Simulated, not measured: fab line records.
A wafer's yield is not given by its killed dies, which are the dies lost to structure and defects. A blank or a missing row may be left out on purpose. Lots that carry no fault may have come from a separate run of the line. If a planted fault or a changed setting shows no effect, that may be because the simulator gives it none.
Lot-split experiment / flow n5-finfet / 7 lots, 39 wafers read, on a route of 1938 steps

THE SPLIT ITSELF
At N5_DUMMY_GATE_ETCH_37 (etches SOC in N2/H2, target depth 60 nm, overetch 30 nm), the setting source-w was moved away from the recipe's 840 W on 12 of the 39 wafers read, by -6.5% to +12.1%. For the rest of the wafers, this setting stayed at what the recipe calls for.

The reading comes from the split's own step.

THE READING
rf-vpp-V, in V, at N5_DUMMY_GATE_ETCH_37 (etches SOC in N2/H2, target depth 60 nm, overetch 30 nm). A value of 524 V with a standard deviation of 3 V is what fault-free wafers of this fab line usually give.

wafer=L078.1; tool, chamber at the split=rie-diel-03, 2; source-w as run, W=901.6; against the recipe=+7.3%; rf-vpp-V, V=517; against lot-mates on the recipe=-8
wafer=L078.2; tool, chamber at the split=rie-diel-03, 0; source-w as run, W=840; against the recipe=recipe; rf-vpp-V, V=525; against lot-mates on the recipe=-
wafer=L078.3; tool, chamber at the split=rie-diel-03, 1; source-w as run, W=901.6; against the recipe=+7.3%; rf-vpp-V, V=514; against lot-mates on the recipe=-11
wafer=L078.4; tool, chamber at the split=rie-diel-03, 3; source-w as run, W=901.6; against the recipe=+7.3%; rf-vpp-V, V=516; against lot-mates on the recipe=-9
wafer=L078.5; tool, chamber at the split=rie-diel-03, 1; source-w as run, W=840; against the recipe=recipe; rf-vpp-V, V=527; against lot-mates on the recipe=-
wafer=L078.6; tool, chamber at the split=rie-diel-03, 0; source-w as run, W=840; against the recipe=recipe; rf-vpp-V, V=524; against lot-mates on the recipe=-
wafer=L081.2; tool, chamber at the split=rie-diel-03, 3; source-w as run, W=840; against the recipe=recipe; rf-vpp-V, V=528; against lot-mates on the recipe=-
wafer=L081.3; tool, chamber at the split=rie-diel-03, 2; source-w as run, W=840; against the recipe=recipe; rf-vpp-V, V=528; against lot-mates on the recipe=-
wafer=L081.4; tool, chamber at the split=rie-diel-03, 1; source-w as run, W=840; against the recipe=recipe; rf-vpp-V, V=527; against lot-mates on the recipe=-
wafer=L082.1; tool, chamber at the split=rie-diel-02, 0; source-w as run, W=840; against the recipe=recipe; rf-vpp-V, V=522; against lot-mates on the recipe=-
wafer=L082.2; tool, chamber at the split=rie-diel-02, 3; source-w as run, W=840; against the recipe=recipe; rf-vpp-V, V=527; against lot-mates on the recipe=-
wafer=L082.3; tool, chamber at the split=rie-diel-02, 1; source-w as run, W=840; against the recipe=recipe; rf-vpp-V, V=521; against lot-mates on the recipe=-
wafer=L082.4; tool, chamber at the split=rie-diel-02, 2; source-w as run, W=840; against the recipe=recipe; rf-vpp-V, V=518; against lot-mates on the recipe=-
wafer=L082.5; tool, chamber at the split=rie-diel-02, 3; source-w as run, W=840; against the recipe=recipe; rf-vpp-V, V=527; against lot-mates on the recipe=-
wafer=L082.6; tool, chamber at the split=rie-diel-02, 0; source-w as run, W=840; against the recipe=recipe; rf-vpp-V, V=523; against lot-mates on the recipe=-
wafer=L083.1; tool, chamber at the split=rie-diel-06, 3; source-w as run, W=840; against the recipe=recipe; rf-vpp-V, V=524; against lot-mates on the recipe=-
wafer=L083.2; tool, chamber at the split=rie-diel-06, 2; source-w as run, W=941.3; against the recipe=+12.1%; rf-vpp-V, V=505; against lot-mates on the recipe=-20
wafer=L083.3; tool, chamber at the split=rie-diel-06, 1; source-w as run, W=840; against the recipe=recipe; rf-vpp-V, V=527; against lot-mates on the recipe=-
wafer=L083.4; tool, chamber at the split=rie-diel-06, 0; source-w as run, W=840; against the recipe=recipe; rf-vpp-V, V=525; against lot-mates on the recipe=-
wafer=L083.5; tool, chamber at the split=rie-diel-06, 0; source-w as run, W=941.3; against the recipe=+12.1%; rf-vpp-V, V=505; against lot-mates on the recipe=-20
wafer=L083.6; tool, chamber at the split=rie-diel-06, 1; source-w as run, W=941.3; against the recipe=+12.1%; rf-vpp-V, V=507; against lot-mates on the recipe=-18
wafer=L092.1; tool, chamber at the split=rie-diel-02, 1; source-w as run, W=930.4; against the recipe=+10.8%; rf-vpp-V, V=504; against lot-mates on the recipe=-19
wafer=L092.2; tool, chamber at the split=rie-diel-02, 2; source-w as run, W=840; against the recipe=recipe; rf-vpp-V, V=519; against lot-mates on the recipe=-
wafer=L092.3; tool, chamber at the split=rie-diel-02, 0; source-w as run, W=840; against the recipe=recipe; rf-vpp-V, V=522; against lot-mates on the recipe=-
wafer=L092.4; tool, chamber at the split=rie-diel-02, 3; source-w as run, W=840; against the recipe=recipe; rf-vpp-V, V=528; against lot-mates on the recipe=-
wafer=L092.5; tool, chamber at the split=rie-diel-02, 2; source-w as run, W=930.4; against the recipe=+10.8%; rf-vpp-V, V=502; against lot-mates on the recipe=-21
wafer=L092.6; tool, chamber at the split=rie-diel-02, 1; source-w as run, W=930.4; against the recipe=+10.8%; rf-vpp-V, V=505; against lot-mates on the recipe=-18
wafer=L094.1; tool, chamber at the split=rie-diel-02, 0; source-w as run, W=840; against the recipe=recipe; rf-vpp-V, V=525; against lot-mates on the recipe=-
wafer=L094.2; tool, chamber at the split=rie-diel-02, 2; source-w as run, W=840; against the recipe=recipe; rf-vpp-V, V=518; against lot-mates on the recipe=-
wafer=L094.3; tool, chamber at the split=rie-diel-02, 3; source-w as run, W=840; against the recipe=recipe; rf-vpp-V, V=526; against lot-mates on the recipe=-
wafer=L094.4; tool, chamber at the split=rie-diel-02, 1; source-w as run, W=840; against the recipe=recipe; rf-vpp-V, V=519; against lot-mates on the recipe=-
wafer=L094.5; tool, chamber at the split=rie-diel-02, 3; source-w as run, W=840; against the recipe=recipe; rf-vpp-V, V=526; against lot-mates on the recipe=-
wafer=L094.6; tool, chamber at the split=rie-diel-02, 0; source-w as run, W=840; against the recipe=recipe; rf-vpp-V, V=521; against lot-mates on the recipe=-
wafer=L097.1; tool, chamber at the split=rie-diel-06, 0; source-w as run, W=840; against the recipe=recipe; rf-vpp-V, V=524; against lot-mates on the recipe=-
wafer=L097.2; tool, chamber at the split=rie-diel-06, 2; source-w as run, W=785.7; against the recipe=-6.5%; rf-vpp-V, V=536; against lot-mates on the recipe=+12
wafer=L097.3; tool, chamber at the split=rie-diel-06, 3; source-w as run, W=785.7; against the recipe=-6.5%; rf-vpp-V, V=534; against lot-mates on the recipe=+10
wafer=L097.4; tool, chamber at the split=rie-diel-06, 1; source-w as run, W=785.7; against the recipe=-6.5%; rf-vpp-V, V=539; against lot-mates on the recipe=+15
wafer=L097.5; tool, chamber at the split=rie-diel-06, 1; source-w as run, W=840; against the recipe=recipe; rf-vpp-V, V=525; against lot-mates on the recipe=-
wafer=L097.6; tool, chamber at the split=rie-diel-06, 0; source-w as run, W=840; against the recipe=recipe; rf-vpp-V, V=524; against lot-mates on the recipe=-

FIT RESULTS
A straight line over all 39 wafers: rf-vpp-V changes by -1.65 V for each +1% of source-w; r = -0.94; the points scatter about the line by 3.1 V.
The same after taking each lot's own level away (the mean of its wafers on the recipe; 39 wafers): -1.68 V for each +1%; r = -0.96; scatter 2.5 V.
According to that fit, moving source-w by its largest amount changes the reading by 20 V.
From 522.5 to 527.7 V: that is the span of the lots' own levels, equal to 1.7 times the standard deviation above.
Consequently the slope shifts little with the lot-to-lot level, the two slopes agreeing.
Check: for one of the wafers moved furthest among these (+12.1%), held out of the fit, the line's prediction against its lot-mates is -20 V. It came out at -20.3 V against them.
Tool readings at the split's step, against how far the setting was moved: rf-vpp-V r = -0.94.

THE FILE'S OWN FIT
rf-vpp-V changes by -1.65 V for each +1% of source-w, r = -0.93.
